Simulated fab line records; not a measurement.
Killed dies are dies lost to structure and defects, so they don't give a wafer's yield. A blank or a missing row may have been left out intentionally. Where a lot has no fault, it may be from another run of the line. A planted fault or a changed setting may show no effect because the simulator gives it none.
Code-filled problem report in 8D (eight disciplines) form -- flow n5Finfet -- the parts of the form that need people (team, actions taken, sign-off) are left out

== 1. WHAT IS WRONG ==
Wafers without a fault read 1499.7 rpm, standard deviation 1; spinSpeedRpm at N5_BEOL_M4_COAT_68 reads a mean of 1420.7 rpm on 9 wafers belonging to 3 lots. Measured from the usual mean, that is -79 standard deviations.
The step: time 60 s, resist thk 12 nm.
The first sign was on wafer L490.1 at day 11 07:37, on lithoTrack-03. At this step, 15 wafers from 5 lots have a number in the record. The rule behind "out" and "out of limits": a value lying over 4 standard deviations away from the usual mean. All remaining wafers that have a number are taken as sound.

== 2. WHAT IT IS; WHAT IT IS NOT ==
question,is,is not
which readings at this step,spinSpeedRpm,-
which lots,"L490, L492, L493","L484, L491"
which wafers of those lots,all that have a number,-
read on which tools,lithoTrack-03,lithoTrack-04
when,from day 11 07:37,up to then (3 sound wafers); but 3 sound wafers of L491 came after

== 3. SUSPECTS, AND WHAT RULES EACH OUT ==
Counting: a tool at a process step up to the reading stays a suspect if it ran every lot that is out and no sound lot after the first of them.
- lithoTrack-03 at N5_BEOL_M4_COAT_68 (time 60 s, resist thk 12 nm): kept. It processed each lot that is out, first L490 at day 11 07:37, and no sound lot thereafter; up to then, the last sound lot it processed was L484 at day 10 06:26. Its own readings are out on those wafers: spinSpeedRpm.
Left after counting: lithoTrack-03 at N5_BEOL_M4_COAT_68.

== 4. THE CAUSE (what the simulator had put in) ==
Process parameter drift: lithoTrack-03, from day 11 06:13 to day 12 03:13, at N5_BEOL_M4_COAT_68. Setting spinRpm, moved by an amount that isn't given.
This tool alone remained once counting was done.

== 5. THE CHAIN OF EFFECTS, in route order ==
Each row: a reading whose mean over the struck wafers that have a number lies more than 3 standard deviations from the usual. Only readings whose record carries a usual standard deviation are examined. hours: median over the lots of the time between each lot's start at the first step of this table that gives one and its start at this step. sigmas: the change, counted in usual standard deviations.
hours,step,reading,usual,on struck wafers,change,sigmas
0,N5_BEOL_M4_COAT_68,spinSpeedRpm,1499.7 rpm,1420.7,-79.0,-79
Process steps it contains:
- N5_BEOL_M4_COAT_68: time 60 s, resist thk 12 nm.
Later measuring or inspecting steps at which every struck wafer that the step has a row for has a number for every such reading, and none has moved that far: N5_BEOL_M4_RC_MEAS_101.

== 6. WHAT WOULD HAVE CAUGHT IT SOONER ==
In this record the first reading out of limits was taken at day 11 07:37, 1 hour after the fault began at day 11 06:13.
